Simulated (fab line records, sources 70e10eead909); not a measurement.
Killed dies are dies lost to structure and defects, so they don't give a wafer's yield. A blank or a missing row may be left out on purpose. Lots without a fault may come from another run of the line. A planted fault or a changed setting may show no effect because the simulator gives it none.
fab line records | flow nand_harc | part 1 of 2: steps 1 to 4 of 6
record lots=23 wafers=69 last_day=33
route steps=1302 shown A_STAIRCASE@672
lots that met no fault: from a run of the same line without faults
start_h: hours from the record's first day to the start of the lot's first wafer shown | wait_h: hours since the lot's step before | " the same as in the row above | L1.1+2: a row that stands for several wafers | - no value, or no start given | * or withheld: withheld | < > ~ a bound
route shown NAME@n: a module of which the file shows steps, and the number in the route of the first | usual: mean/standard deviation of fault-free wafers | same: alike in all rows | chamber/n: place in a boat | sites: the reading at each site | _std_site: their standard deviation | _edge_site: outer sites' mean less inner sites' | radius_mm: how far each site lies from the wafer's centre | mask NAME#n: copy n | behind: the tool/chamber that last shaped the wafer | hold: why the lot was held/for how many hours/how that ended | device: the transistor (n, p or np) that didn't switch | end of line: the same wafers' tests at the end of the route | a step without rows: its recipe alone | killed: dies lost to structure and defects at the first sort, not the wafer's yield | map: a wafer's dies, x killed, . not, _ none there
set.NAME: the setting as run; set.NAME@STEP: as run at that earlier step | model.NAME: the simulator's own value behind a step, which no gauge read
steps of the route over a sample of lots; a table a step, a row a wafer
services: from which hour (start_h, from the record's first day; less than 0 if before it) a tool's chamber was out of use, for how many hours, and why
## steps
# step NHARC_A_STAIRCASE_TRIM_16
# recipe time_s=211.2 o2_flow_sccm=500 ar_flow_sccm=0 bias_w=0 chemistry=O2
# usual drypump_motor_current_A=5.6/0.42 oes_product_au=1.002/0.0086 rf_vpp_V=57.6/0.9 showerhead_plenum_p_Torr=3.49/0.15 throttle_valve_pct=17.036/0.0095
# columns lot.wafer tool chamber start_h wait_h drypump_motor_current_A oes_product_au rf_hours_counter_h rf_vpp_V showerhead_plenum_p_Torr throttle_valve_pct
L074.2 rie_diel-01 3 - - 6.6 1.013 42 56.8 3.37 17.037
L074.4 " 0 " " 5.8 0.995 45 58.5 3.31 17.029
L074.1 " 2 " " 5.5 0.985 41 57.8 3.61 17.042
L075.1 rie_diel-09 0 - - 5.2 0.995 14 56.0 3.48 17.023
L075.3 " 1 " " 5.4 1.007 12 58.0 3.68 17.044
L075.6 " 0 " " 5.2 0.987 - 57.3 3.48 17.031
L076.1 rie_diel-01 3 - - 6.6 0.998 53 58.1 3.36 17.022
L076.5 " 2 " " 5.5 0.998 - 58.0 3.61 17.036
L076.4 " 3 " " 6.5 1.001 - 57.7 3.36 17.043
L078.2 rie_diel-04 2 - - 5.4 1.006 10 56.1 3.58 17.036
L078.1 " 3 " " 6.3 1.003 12 58.7 3.80 17.039
L078.6 " 1 " " 5.8 0.994 - 57.1 3.61 17.030
L079.1 rie_diel-09 3 - - 5.4 1.003 29 58.2 3.66 17.037
L079.4 " 1 " " 5.4 1.001 24 56.7 3.67 17.034
L079.6 " 3 " " 5.3 0.995 - 56.8 3.66 17.037
L080.3 rie_diel-01 0 - - 5.8 0.999 3 57.5 3.30 17.038
L080.2 " 1 " " 5.2 0.993 4 57.1 3.32 17.034
L080.5 " 3 " " 6.5 0.992 - 57.4 3.36 17.044
L081.2 rie_diel-01 0 - - 5.8 0.996 11 55.8 3.29 17.030
L081.3 " 1 " " 5.2 0.991 11 57.2 3.32 17.029
L081.4 " 2 " " 5.5 0.992 10 57.3 3.60 17.027
L082.3 rie_diel-04 3 - - 6.3 0.997 23 58.7 3.80 17.032
L082.4 " 2 " " 5.4 1.009 - 58.5 3.58 17.031
L082.5 " 0 " " 5.4 1.007 - 57.2 3.46 17.026
L083.3 rie_diel-01 1 - - 5.1 0.986 14 57.9 3.32 17.041
L083.4 " 2 " " 5.5 0.986 13 58.8 3.60 17.041
L083.6 " 1 " " 5.2 0.994 - 56.2 3.32 17.041
L085.3 rie_diel-09 2 - - 5.6 1.024 37 58.3 3.40 17.036
L085.4 " 3 " " 5.3 1.015 49 57.2 3.65 17.047
L085.1 " 1 " " 5.4 1.004 40 58.6 3.66 17.035
L084.1 rie_diel-01 3 - - 6.5 0.997 22 56.3 3.35 17.047
L084.5 " 0 " " 5.8 0.993 - 57.1 3.29 17.057
L084.6 " 1 " " 5.3 0.992 - 56.9 3.31 17.033
L086.2 rie_diel-01 0 - - 5.8 1.001 26 56.2 3.29 17.045
L086.5 " 3 " " 6.6 1.010 - 59.2 3.35 17.023
L086.6 " 0 " " 5.8 1.007 - 58.2 3.29 17.038
L087.2 rie_diel-09 1 - - 5.4 1.013 44 58.5 3.66 17.036
L087.1 " 0 " " 5.2 1.004 49 58.1 3.46 17.026
L087.6 " 1 " " 5.4 1.016 - 56.4 3.66 17.028
L089.1 rie_diel-01 1 - - 5.2 1.005 46 58.1 3.30 17.047
L089.2 " 2 " " 5.5 1.000 39 58.8 3.58 17.056
L089.6 " 0 " " 5.8 1.009 - 57.3 3.28 17.033
L088.4 rie_diel-04 1 - - 5.8 0.991 43 57.2 3.59 17.027
L088.1 " 3 " " 6.3 0.993 50 59.6 3.78 17.019
L088.5 " 0 " " 5.4 0.996 - 56.2 3.45 17.033
L090.4 rie_diel-01 0 - - 5.8 1.000 47 57.4 3.28 17.044
L090.1 " 2 " " 5.5 0.989 42 58.0 3.58 17.056
L090.6 " 0 " " 5.8 0.994 - 58.0 3.28 17.040
L091.1 rie_diel-09 1 - - 5.4 1.015 1 58.0 3.65 17.035
L091.2 " 3 " " 5.4 1.006 3 57.8 3.65 17.026
L091.4 " 0 " " 5.3 1.002 - 57.4 3.46 17.035
L092.2 rie_diel-04 2 - - 5.4 0.998 52 59.1 3.56 17.031
L092.4 " 1 " " 5.8 1.001 53 57.5 3.58 17.027
L092.6 " 2 " " 5.4 1.004 - 58.4 3.56 17.040
L094.4 rie_diel-09 0 - - 5.2 1.003 20 56.7 3.45 17.050
L094.1 " 2 " " 5.6 1.005 3 58.7 3.40 17.036
L094.5 " 3 " " 5.3 1.006 - 57.6 3.64 17.029
L093.1 rie_diel-09 0 - - 5.2 1.007 20 56.2 3.45 17.032
L093.2 " 1 " " 5.4 1.010 18 57.2 3.65 17.015
L093.5 " 1 " " 5.4 1.005 - 58.0 3.65 17.032
L095.2 rie_diel-09 1 - - 5.4 1.013 21 57.8 3.64 17.031
L095.4 " 0 " " 5.2 1.003 - 57.4 3.44 17.048
L095.5 " 1 " " 5.4 0.999 - 58.3 3.64 17.031
L096.2 rie_diel-01 1 - - 5.2 1.003 1 56.9 3.29 17.034
L096.4 " 2 " " 5.5 1.007 1 57.7 3.57 17.037
L096.6 " 1 " " 5.2 1.006 - 56.9 3.29 17.044
L097.2 rie_diel-04 0 - - 5.4 0.991 7 57.1 3.44 17.046
L097.4 " 0 " " 5.4 0.994 - 56.3 3.44 17.029
L097.6 " 1 " " 5.8 0.991 - 57.7 3.58 17.028
# step NHARC_A_STAIRCASE_TRIM_189
# recipe time_s=211.2 o2_flow_sccm=500 ar_flow_sccm=0 bias_w=0 chemistry=O2
# usual drypump_motor_current_A=5.6/0.41 oes_product_au=1.001/0.0082 rf_vpp_V=57.9/0.84 showerhead_plenum_p_Torr=3.53/0.15 throttle_valve_pct=17.035/0.0094
# columns lot.wafer tool chamber start_h wait_h drypump_motor_current_A oes_product_au rf_hours_counter_h rf_vpp_V showerhead_plenum_p_Torr throttle_valve_pct
L074.4 rie_diel-04 0 - - 5.4 1.001 44 56.7 3.48 17.027
L074.1 " 1 " " 5.8 1.003 47 59.5 3.61 17.044
L074.2 " 2 " " 5.4 0.995 48 57.5 3.59 17.039
L075.3 rie_diel-01 3 - - 6.5 1.006 51 57.9 3.36 17.069
L075.1 " 0 " " 5.8 0.989 55 57.4 3.30 17.058
L075.6 " 2 " " 5.5 1.001 - 58.6 3.61 17.032
L076.1 rie_diel-09 0 - - 5.2 0.998 22 57.5 3.48 17.046
L076.4 " 3 " " 5.3 1.011 22 57.5 3.67 17.031
L076.5 " 0 " " 5.2 0.989 - 57.8 3.48 17.039
L078.1 rie_diel-04 2 - - 5.4 0.998 11 58.1 3.58 17.030
L078.2 " 3 " " 6.3 0.995 13 57.8 3.80 17.030
L078.6 " 0 " " 5.4 1.008 - 58.2 3.47 17.023
L079.4 rie_diel-04 0 - - 5.4 1.007 13 56.4 3.47 17.045
L079.1 " 2 " " 5.4 1.004 12 59.6 3.58 17.041
L079.6 " 0 " " 5.4 1.006 - 57.8 3.47 17.035
L080.3 rie_diel-04 3 - - 6.3 0.992 15 59.1 3.80 17.037
L080.2 " 0 " " 5.4 1.005 14 58.2 3.47 17.035
L080.5 " 2 " " 5.4 1.008 - 58.4 3.58 17.042
L081.2 rie_diel-04 0 - - 5.4 0.999 23 57.4 3.46 17.031
L081.3 " 3 " " 6.3 0.998 22 59.2 3.80 17.034
L081.4 " 3 " " 6.3 0.998 - 57.2 3.80 17.041
L082.3 rie_diel-04 0 - - 5.4 1.003 24 57.3 3.46 17.050
L082.5 " 3 " " 6.3 1.001 - 57.6 3.80 17.019
L082.4 " 0 " " 5.4 0.997 - 58.5 3.46 17.048
L083.3 rie_diel-01 2 - - 5.5 0.997 14 57.5 3.60 17.021
L083.4 " 0 " " 5.8 1.003 17 56.8 3.29 17.039
L083.6 " 2 " " 5.5 0.991 - 58.5 3.60 17.047
L085.4 rie_diel-09 0 - - 5.2 0.997 47 57.3 3.46 17.035
L085.1 " 2 " " 5.6 1.011 39 56.7 3.40 17.039
L085.3 " 3 " " 5.3 1.022 50 58.1 3.65 17.029
L084.1 rie_diel-09 3 - - 5.4 1.014 50 58.6 3.65 17.033
L084.5 " 2 " " 5.6 1.006 - 57.2 3.40 17.034
L084.6 " 3 " " 5.3 1.018 - 58.7 3.65 17.023
L086.2 rie_diel-04 0 - - 5.4 1.006 35 57.8 3.45 17.029
L086.5 " 3 " " 6.3 1.004 - 59.1 3.79 17.039
L086.6 " 0 " " 5.4 1.006 - 58.2 3.45 17.033
L087.2 rie_diel-04 3 - - 6.3 1.008 38 58.6 3.79 17.040
L087.1 " 1 " " 5.8 1.006 34 57.7 3.59 17.041
L087.6 " 3 " " 6.3 1.003 - 59.4 3.79 17.059
L089.2 rie_diel-04 2 - - 5.4 0.997 43 56.5 3.56 17.037
L089.1 " 3 " " 6.3 0.995 51 59.4 3.78 17.030
L089.6 " 0 " " 5.4 0.994 - 57.2 3.45 17.033
L088.1 rie_diel-09 0 - - 5.2 1.004 0 58.7 3.46 17.030
L088.4 " 3 " " 5.3 0.998 0 58.1 3.65 17.047
L088.5 " 0 " " 5.2 1.006 - 59.0 3.46 17.022
L090.1 rie_diel-09 0 - - 5.2 1.001 4 58.8 3.46 17.041
L090.4 " 1 " " 5.4 1.015 - 58.3 3.65 17.030
L090.6 " 3 " " 5.3 1.008 - 58.9 3.65 17.034
L091.2 rie_diel-01 0 - - 5.8 1.012 47 55.9 3.28 17.026
L091.1 " 1 " " 5.2 1.007 49 57.8 3.30 17.040
L091.4 " 2 " " 5.5 1.000 43 59.7 3.58 17.037
L092.4 rie_diel-01 1 - - 5.2 1.002 55 57.5 3.30 17.034
L092.2 " 3 " " 6.6 0.998 45 56.7 3.34 17.014
L092.6 " 1 " " 5.2 0.992 - 58.3 3.30 17.033
L094.4 rie_diel-01 2 - - 5.5 0.982 59 57.7 3.57 17.028
L094.1 " 0 " " 5.8 0.997 59 58.6 3.27 17.022
L094.5 " 3 " " 6.6 0.989 - 57.7 3.33 17.037
L093.1 rie_diel-09 1 - - 5.4 1.005 19 58.0 3.64 17.048
L093.2 " 3 " " 5.3 0.996 21 57.5 3.64 17.027
L093.5 " 0 " " 5.2 1.006 - 57.7 3.45 17.023
L095.2 rie_diel-04 0 - - 5.4 0.992 7 55.7 3.44 17.022
L095.4 " 1 " " 5.8 0.999 - 57.4 3.58 17.046
L095.5 " 3 " " 6.2 1.005 - 57.9 3.77 17.036
L096.4 rie_diel-01 3 - - 6.6 0.998 3 56.6 3.33 17.019
L096.2 " 0 " " 5.8 0.995 3 57.0 3.81 17.030
L096.6 " 2 " " 5.5 0.984 - 58.8 3.57 17.017
L097.2 rie_diel-09 2 - - 5.6 1.016 7 58.1 3.40 17.033
L097.4 " 3 " " 5.3 0.998 26 58.6 3.63 17.040
L097.6 " 2 " " 5.6 1.011 - 57.3 3.40 17.018
# step NHARC_A_STAIRCASE_TRIM_191
# recipe time_s=211.2 o2_flow_sccm=500 ar_flow_sccm=0 bias_w=0 chemistry=O2
# usual drypump_motor_current_A=5.6/0.41 oes_product_au=1.001/0.0089 rf_vpp_V=57.8/0.88 showerhead_plenum_p_Torr=3.53/0.15 throttle_valve_pct=17.036/0.0091
# columns lot.wafer tool chamber start_h wait_h drypump_motor_current_A oes_product_au rf_hours_counter_h rf_vpp_V showerhead_plenum_p_Torr throttle_valve_pct
L074.2 rie_diel-04 2 - - 5.4 0.978 50 57.4 3.59 17.024
L074.1 " 3 " " 6.3 1.002 49 57.3 3.27 17.029
L074.4 " 0 " " 5.4 0.985 48 59.1 3.48 17.047
L075.1 rie_diel-01 0 - - 5.8 0.998 56 56.9 3.30 17.036
L075.3 " 3 " " 6.6 1.002 51 57.8 3.36 17.041
L075.6 " 2 " " 5.5 1.002 - 58.1 3.61 17.019
L076.4 rie_diel-09 2 - - 5.6 1.010 18 56.7 3.41 17.046
L076.1 " 0 " " 5.2 1.006 22 58.5 3.48 17.053
L076.5 " 2 " " 5.6 1.000 - 57.7 3.41 17.028
L078.1 rie_diel-04 3 - - 6.3 1.001 13 59.2 3.80 17.051
L078.2 " 2 " " 5.4 0.998 11 57.2 3.58 17.037
L078.6 " 3 " " 6.3 0.999 - 56.5 3.80 17.024
L079.4 rie_diel-04 1 - - 5.8 0.989 11 56.8 3.61 17.041
L079.1 " 2 " " 5.4 1.004 12 59.2 3.58 17.028
L079.6 " 0 " " 5.4 0.990 - 58.5 3.47 17.026
L080.3 rie_diel-04 1 - - 5.8 0.995 11 59.1 3.61 17.033
L080.2 " 2 " " 5.4 0.999 13 58.2 3.58 17.044
L080.5 " 3 " " 6.3 1.000 - 58.4 3.80 17.026
L081.2 rie_diel-04 0 - - 5.4 0.998 23 58.1 3.46 17.029
L081.3 " 2 " " 5.4 1.002 18 56.1 3.58 17.049
L081.4 " 2 " " 5.4 1.002 - 58.5 3.58 17.041
L082.3 rie_diel-04 3 - - 6.2 1.006 23 57.7 3.79 17.026
L082.4 " 3 " " 6.3 1.000 - 57.8 3.79 17.033
L082.5 " 0 " " 5.4 1.006 - 56.9 3.46 17.040
L083.3 rie_diel-01 1 - - 5.2 1.004 15 56.0 3.32 17.033
L083.4 " 3 " " 6.6 0.994 16 57.2 3.35 17.027
L083.6 " 1 " " 5.3 0.995 - 57.0 3.32 17.020
L085.4 rie_diel-09 0 - - 5.2 1.004 47 56.2 3.46 17.038
L085.3 " 1 " " 5.4 1.001 41 59.4 3.66 17.029
L085.1 " 2 " " 5.6 1.005 39 57.2 3.40 17.025
L084.1 rie_diel-09 2 - - 5.6 1.001 39 57.3 3.40 17.034
L084.6 " 3 " " 5.3 1.006 - 58.2 3.65 17.049
L084.5 " 0 " " 5.2 0.989 - 57.6 3.46 17.042
L086.2 rie_diel-04 1 - - 5.8 1.006 32 57.8 3.59 17.036
L086.6 " 0 " " 5.4 1.007 - 57.2 3.45 17.040
L086.5 " 1 " " 5.8 1.005 - 58.5 3.59 17.044
L087.2 rie_diel-04 2 - - 5.4 1.007 34 57.1 3.57 17.046
L087.1 " 3 " " 6.3 0.998 39 58.0 3.79 17.062
L087.6 " 3 " " 6.3 0.993 - 58.3 3.79 17.022
L089.2 rie_diel-04 1 - - 5.8 0.994 44 58.8 3.59 17.040
L089.1 " 2 " " 5.4 1.002 44 57.1 3.56 17.027
L089.6 " 0 " " 5.4 1.002 - 56.1 3.45 17.027
L088.4 rie_diel-09 0 - - 5.2 1.003 0 58.3 3.46 17.020
L088.1 " 2 " " 5.6 1.021 0 57.6 3.40 17.033
L088.5 " 1 " " 5.4 1.004 - 58.2 3.65 17.029
L090.1 rie_diel-09 0 - - 5.2 1.004 4 57.4 3.46 17.047
L090.6 " 0 " " 5.2 1.013 - 56.6 3.46 17.043
L090.4 " 3 " " 5.4 1.008 - 58.8 3.65 17.046
L091.2 rie_diel-01 2 - - 5.5 1.002 43 57.1 3.58 17.043
L091.4 " 3 " " 6.5 1.006 41 56.3 3.34 17.027
L091.1 " 0 " " 5.8 1.002 48 58.0 3.28 17.036
L092.2 rie_diel-01 1 - - 5.2 0.991 56 56.9 3.30 17.027
L092.4 " 0 " " 5.8 0.997 52 57.1 3.27 17.053
L092.6 " 1 " " 5.2 0.985 - 58.1 3.30 17.029
L093.2 rie_diel-09 1 - - 5.4 1.001 19 58.4 3.64 17.026
L093.1 " 0 " " 5.3 1.006 21 57.7 3.45 17.028
L093.5 " 2 " " 5.6 1.021 - 58.2 3.40 17.038
L094.4 rie_diel-01 2 - - 5.5 0.997 59 58.3 3.57 17.028
L094.1 " 3 " " 6.6 0.996 55 57.2 3.33 17.025
L094.5 " 1 " " 5.2 0.996 - 57.2 3.29 17.038
L095.2 rie_diel-04 3 - - 6.3 1.007 9 57.8 3.77 17.030
L095.5 " 0 " " 5.4 0.989 - 57.2 3.44 17.021
L095.4 " 3 " " 6.3 1.004 - 58.4 3.77 17.050
L096.4 rie_diel-01 0 - - 5.8 0.989 4 58.5 3.81 17.026
L096.2 " 1 " " 5.2 0.994 3 56.3 3.29 17.031
L096.6 " 3 " " 6.6 0.984 - 56.8 3.33 17.029
L097.4 rie_diel-09 0 - - 5.2 1.005 26 58.2 3.44 17.038
L097.2 " 2 " " 5.6 1.005 7 57.3 3.40 17.040
L097.6 " 0 " " 5.2 1.006 - 56.7 3.44 17.042
# step NHARC_A_STAIRCASE_ETCH_192
# recipe target_depth_a=1000 time_s=40.5 ion_energy_ev=400 c4f8_flow_sccm=20 o2_flow_sccm=10 ar_flow_sccm=withheld rf_w=600 bias_w=1000 chemistry=C4F8/O2
# usual oes_product_au=0.941/0.011 rf_vpp_V=896/5.4
# columns lot.wafer tool chamber start_h wait_h oes_product_au rf_hours_counter_h rf_vpp_V
L074.4 rie_diel-04 0 - - 0.959 48 894
L074.1 " 1 " " 0.957 49 899
L074.2 " 2 " " 0.934 50 898
L075.3 rie_diel-01 2 - - 0.936 52 898
L075.1 " 3 " " 0.953 51 890
L075.6 " 2 " " 0.948 - 900
L076.1 rie_diel-09 0 - - 0.923 22 893
L076.4 " 1 " " 0.945 18 901
L076.5 " 1 " " 0.935 - 901
L078.1 rie_diel-04 2 - - 0.948 11 899
L078.2 " 0 " " 0.932 12 893
L078.6 " 2 " " 0.950 - 898
L079.4 rie_diel-04 3 - - 0.933 15 904
L079.1 " 2 " " 0.945 12 898
L079.6 " 3 " " 0.942 - 905
L080.3 rie_diel-04 2 - - 0.934 13 897
L080.2 " 3 " " 0.924 16 906
L080.5 " 3 " " 0.919 - 904
L081.3 rie_diel-04 2 - - 0.945 18 897
L081.2 " 3 " " 0.933 22 907
L081.4 " 0 " " 0.952 - 892
L082.3 rie_diel-04 2 - - 0.941 19 898
L082.5 " 0 " " 0.953 - 893
L082.4 " 2 " " 0.939 - 897
L083.4 rie_diel-01 2 - - 0.942 14 898
L083.3 " 0 " " 0.941 17 885
L083.6 " 2 " " 0.941 - 899
L085.4 rie_diel-09 1 - - 0.949 41 899
L085.1 " 3 " " 0.946 50 899
L085.3 " 0 " " 0.932 47 894
L084.1 rie_diel-09 2 - - 0.955 39 892
L084.5 " 2 " " 0.948 - 890
L084.6 " 3 " " 0.951 - 901
L086.2 rie_diel-04 3 - - 0.948 37 905
L086.6 " 1 " " 0.941 - 898
L086.5 " 2 " " 0.947 - 897
L087.2 rie_diel-04 0 - - 0.934 37 893
L087.1 " 1 " " 0.924 34 897
L087.6 " 0 " " 0.923 - 893
L089.1 rie_diel-04 2 - - 0.945 44 897
L089.2 " 3 " " 0.947 51 903
L089.6 " 3 " " 0.936 - 905
L088.4 rie_diel-09 2 - - 0.949 0 890
L088.1 " 0 " " 0.946 0 893
L088.5 " 2 " " 0.958 - 892
L090.1 rie_diel-09 1 - - 0.952 2 900
L090.6 " 1 " " 0.951 - 901
L090.4 " 0 " " 0.947 - 893
L091.1 rie_diel-01 3 - - 0.931 41 891
L091.2 " 0 " " 0.935 48 885
L091.4 " 1 " " 0.930 49 888
L092.2 rie_diel-01 3 - - 0.948 45 889
L092.4 " 0 " " 0.956 52 887
L092.6 " 3 " " 0.946 - 888
L093.2 rie_diel-09 2 - - 0.953 4 889
L093.1 " 0 " " 0.949 21 892
L093.5 " 1 " " 0.957 - 900
L094.4 rie_diel-01 1 - - 0.940 63 886
L094.1 " 2 " " 0.934 59 898
L094.5 " 3 " " 0.943 - 888
L095.2 rie_diel-04 1 - - 0.915 8 897
L095.4 " 3 " " 0.925 - 903
L095.5 " 0 " " 0.917 - 893
L096.2 rie_diel-01 1 - - 0.943 3 887
L096.4 " 3 " " 0.939 4 888
L096.6 " 2 " " 0.931 - 896
L097.2 rie_diel-09 3 - - 0.940 26 900
L097.4 " 2 " " 0.958 7 893
L097.6 " 3 " " 0.929 - 900
